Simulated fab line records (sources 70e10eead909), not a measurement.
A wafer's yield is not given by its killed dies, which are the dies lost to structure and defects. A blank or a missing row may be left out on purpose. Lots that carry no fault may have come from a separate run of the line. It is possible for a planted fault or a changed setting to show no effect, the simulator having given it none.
What tool caused it? + flow nand harc + 12 lots (36 wafers sampled), 1 step of a 1302-step route

== WHAT EACH GAUGE READ, for each wafer ==
NHARC_A_BLC_OVL_MEAS_11.
| lot  | measured     | on         | overlay x nm (nm) |
|------|--------------|------------|-------------------|
| L075 | day 23 02:32 | overlay-01 | -0.5 -0.6 -0.6    |
| L077 | day 23 10:23 | overlay-01 | -1.0 -1.0 -0.4    |
| L078 | day 24 08:45 | overlay-01 | -0.1 -0.5 -0.7    |
| L081 | day 25 01:44 | overlay-02 | 0.6 0.5 0.2       |
| L084 | day 26 12:07 | overlay-01 | -0.6 0.1 0.1      |
| L085 | day 27 01:52 | overlay-02 | 0.5 0.1 0.4       |
| L089 | day 28 04:04 | overlay-01 | 1.5 2.3 1.5       |
| L088 | day 28 19:06 | overlay-02 | 0.6 0.3 0.3       |
| L091 | day 30 01:50 | overlay-02 | 0.6 0.8 0.6       |
| L092 | day 30 06:40 | overlay-02 | -0.4 0.0 0.1      |
| L095 | day 31 14:51 | overlay-01 | -0.1 -0.3 -0.4    |
| L097 | day 32 07:44 | overlay-02 | 0.4 0.7 0.3       |

== EACH LOT AND THE TOOL THAT RAN IT (in order: tool; ch and the chambers of the sampled wafers; start) ==
No process step before these readings appears in the record.

== THE ANSWER, worked out from the rows above alone ==
Rule: what is usual is taken from the lots themselves. Put in order of their means at a reading, lots are off if they are a third of the lots or fewer, leave a main group of 4 or more, and stand apart from it by a gap of 3 or more times the standard deviation of the main group's means; of several such gaps the widest counts. A main group whose means are all the same, to the digits that the tables above print for the reading, isn't used. Also off: a lot with no number at a reading for which 4 or more lots have one. The other lots that the step has rows for count as sound.
Nothing can be told from this: no lot is off at any reading shown.

== WHAT THE SIMULATOR HAD PUT IN ==
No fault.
